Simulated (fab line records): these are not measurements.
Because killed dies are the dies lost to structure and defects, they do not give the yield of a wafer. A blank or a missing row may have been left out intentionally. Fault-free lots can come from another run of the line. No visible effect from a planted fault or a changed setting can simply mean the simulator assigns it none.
Tool commonality check + flow n5Finfet + Lots sampled 9, wafers sampled 25

REASON FOR OPENING
On 2 of the 9 lots, a flag is raised at N5_STI_FIN_REVEAL_CD_MEAS_22 on the reading cdNm. Fault-free wafers read 6.35 nm, with a standard deviation of 0.29.
Rule: flag the lot when none of its wafers has a number, or when each of its wafers that has one lies beyond 4 standard deviations from that mean. As for the other lots, they are considered sound.

| lot  | measured    | on       | cdNm (nm), wafer by wafer | flag    |
|------|-------------|----------|---------------------------|---------|
| L529 | day 3 00:24 | cdSem-02 | 6.77 6.27 6.85            |         |
| L535 | day 4 15:16 | cdSem-02 | 8.08 8.06 8.35            | FLAGGED |
| L536 | day 4 20:28 | cdSem-01 | 7.68 7.92 7.88            | FLAGGED |
| L537 | day 5 07:02 | cdSem-02 | 5.75 6.56 6.54            |         |
| L540 | day 5 20:46 | cdSem-02 | 6.90 6.34 6.47            |         |
| L541 | day 6 01:04 | cdSem-02 | 6.61 6.78                 |         |
| L543 | day 6 13:35 | cdSem-01 | 5.77 6.08                 |         |
| L548 | day 7 19:37 | cdSem-03 | 6.43 6.78 5.64            |         |
| L549 | day 8 01:25 | cdSem-02 | 6.18 5.97 6.50            |         |
On average the flagged lots' numbers are 8.00 nm, which is +1.65 nm against the usual, or +6 standard deviations.

WHICH TOOL RAN EACH LOT
Before the reading, the record contains 3 process steps out of a 1938-step route. Cell contents, in order: the tool; ch with the chambers the sampled wafers went through; the start.
| lot  | flag    | N5_STI_FIN_REVEAL_ALD_14        | N5_STI_FIN_REVEAL_CMP_04     | N5_STI_FIN_REVEAL_ETCH_34      |
|------|---------|---------------------------------|------------------------------|--------------------------------|
| L529 |         | aldSin-02 ch 0,1,3, day 2 15:44 | cmp-02 ch 0,1,3, day 2 20:53 | rieSi-01 ch 0,1, day 2 23:50   |
| L535 | FLAGGED | aldSin-02 ch 0,1,2, day 4 06:46 | cmp-03 ch 2,3, day 4 11:52   | rieSi-01 ch 0,2,3, day 4 14:42 |
| L536 | FLAGGED | aldSin-03 ch 0,2, day 4 11:48   | cmp-02 ch 2,3, day 4 17:00   | rieSi-03 ch 0,2,3, day 4 19:53 |
| L537 |         | aldSin-01 ch 0,1, day 4 22:13   | cmp-01 ch 0,1,3, day 5 03:16 | rieSi-03 ch 1,2, day 5 06:28   |
| L540 |         | aldSin-01 ch 1,2,3, day 5 12:13 | cmp-01 ch 1,3, day 5 17:18   | rieSi-03 ch 1,2,3, day 5 20:11 |
| L541 |         | aldSin-03 ch 1,2, day 5 16:39   | cmp-01 ch 0,3, day 5 21:44   | rieSi-01 ch 2,3, day 6 00:29   |
| L543 |         | aldSin-02 ch 0,3, day 6 04:35   | cmp-01 ch 2, day 6 09:40     | rieSi-03 ch 1, day 6 12:57     |
| L548 |         | aldSin-01 ch 0,2, day 7 10:58   | cmp-03 ch 0,1,3, day 7 16:05 | rieSi-03 ch 1,2, day 7 19:02   |
| L549 |         | aldSin-02 ch 0,1,2, day 7 16:44 | cmp-02 ch 0,2,3, day 7 21:50 | rieSi-01 ch 0,1,2, day 8 00:50 |
What these steps do:
- N5_STI_FIN_REVEAL_ALD_14: deposits Si3N4, target thk 3 nm.
- N5_STI_FIN_REVEAL_CMP_04: polishes, stops on Si3N4, t overpolish 4 s, target thk 131.83 nm.
- N5_STI_FIN_REVEAL_ETCH_34: etches Si in H2, material Si, target depth 0.97 nm.
- N5_STI_FIN_REVEAL_CD_MEAS_22: target cd 6.238 nm, pitch 28 nm.

FLAGGED OVER TOTAL, TOOL BY TOOL (the gauges that took the reading come last)
| step                         | tool      | lots run | flagged | share of the flagged lots | sound lots run after its first flagged lot |
|------------------------------|-----------|----------|---------|---------------------------|--------------------------------------------|
| N5_STI_FIN_REVEAL_ALD_14     | aldSin-01 | 3        | 0       | none                      | -                                          |
| N5_STI_FIN_REVEAL_ALD_14     | aldSin-02 | 4        | 1       | some                      | 2 (L543,L549)                              |
| N5_STI_FIN_REVEAL_ALD_14     | aldSin-03 | 2        | 1       | some                      | 1 (L541)                                   |
| N5_STI_FIN_REVEAL_CMP_04     | cmp-01    | 4        | 0       | none                      | -                                          |
| N5_STI_FIN_REVEAL_CMP_04     | cmp-02    | 3        | 1       | some                      | 1 (L549)                                   |
| N5_STI_FIN_REVEAL_CMP_04     | cmp-03    | 2        | 1       | some                      | 1 (L548)                                   |
| N5_STI_FIN_REVEAL_ETCH_34    | rieSi-01  | 4        | 1       | some                      | 2 (L541,L549)                              |
| N5_STI_FIN_REVEAL_ETCH_34    | rieSi-03  | 5        | 1       | some                      | 4 (L537,L540,L543,L548)                    |
| N5_STI_FIN_REVEAL_CD_MEAS_22 | cdSem-01  | 2        | 1       | some                      | 1 (L543)                                   |
| N5_STI_FIN_REVEAL_CD_MEAS_22 | cdSem-02  | 6        | 1       | some                      | 4 (L537,L540,L541,L549)                    |
| N5_STI_FIN_REVEAL_CD_MEAS_22 | cdSem-03  | 1        | 0       | none                      | -                                          |

WHAT THE TABLE ALLOWS
No row of the table ran every flagged lot.

WHAT WAS PUT IN BY THE SIMULATOR
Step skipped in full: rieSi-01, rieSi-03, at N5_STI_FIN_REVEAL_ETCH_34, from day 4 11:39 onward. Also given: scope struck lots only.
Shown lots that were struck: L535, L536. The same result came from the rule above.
